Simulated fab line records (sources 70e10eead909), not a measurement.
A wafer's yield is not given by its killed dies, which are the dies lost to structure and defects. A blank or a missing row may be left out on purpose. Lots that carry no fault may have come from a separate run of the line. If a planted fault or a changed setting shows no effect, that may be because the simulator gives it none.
Chamber matching | flow nand harc | 4 sister chambers for NHARC_P_GATE_DESCUM_13 on rie diel-05
The step chemistry O2, time 3 s. 4 wafers are shown with their chamber, then 7 later ones without.

## WAFERS, EACH WITH ITS CHAMBER
wafer  | chamber | drypump motor current A (A)
L078.4 | 0       | 5.5
L078.5 | 3       | 5.3
L078.6 | 1       | 6.4
L079.4 | 2       | 5.7

## WAFERS WITHOUT THEIR CHAMBER
wafer  | drypump motor current A (A)
L079.6 | 5.4
L090.1 | 5.5
L090.2 | 6.3
L090.5 | 5.4
L097.1 | 5.5
L097.4 | 6.3
L097.5 | 6.3

## WHICH CHAMBER EACH WENT THROUGH
wafer  | from the rows above     | in truth
L079.6 | can't be placed: 0 or 3 | 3
L090.1 | 0                       | 0
L090.2 | 1                       | 1
L090.5 | can't be placed: 0 or 3 | 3
L097.1 | 0                       | 0
L097.4 | 1                       | 1
L097.5 | 1                       | 1
Correctly placed: 5 of 7. These rows do not allow placing 2 (true chamber among the candidates in 2). Wrongly placed: 0.
How it was worked out, from the rows above alone: a wafer's distance from a chamber is the root of the sum, over the readings, of the square of ((its reading less the chamber's mean) divided by the reading's scatter). The wafer belongs to the nearest chamber; if the next one is less than 2 further off, it can't be placed. Each chamber's mean is taken over the wafers shown for it. The scatter (one wafer shown for each chamber): square how far every hidden wafer sits from the nearest shown wafer, average those squares and take the square root.
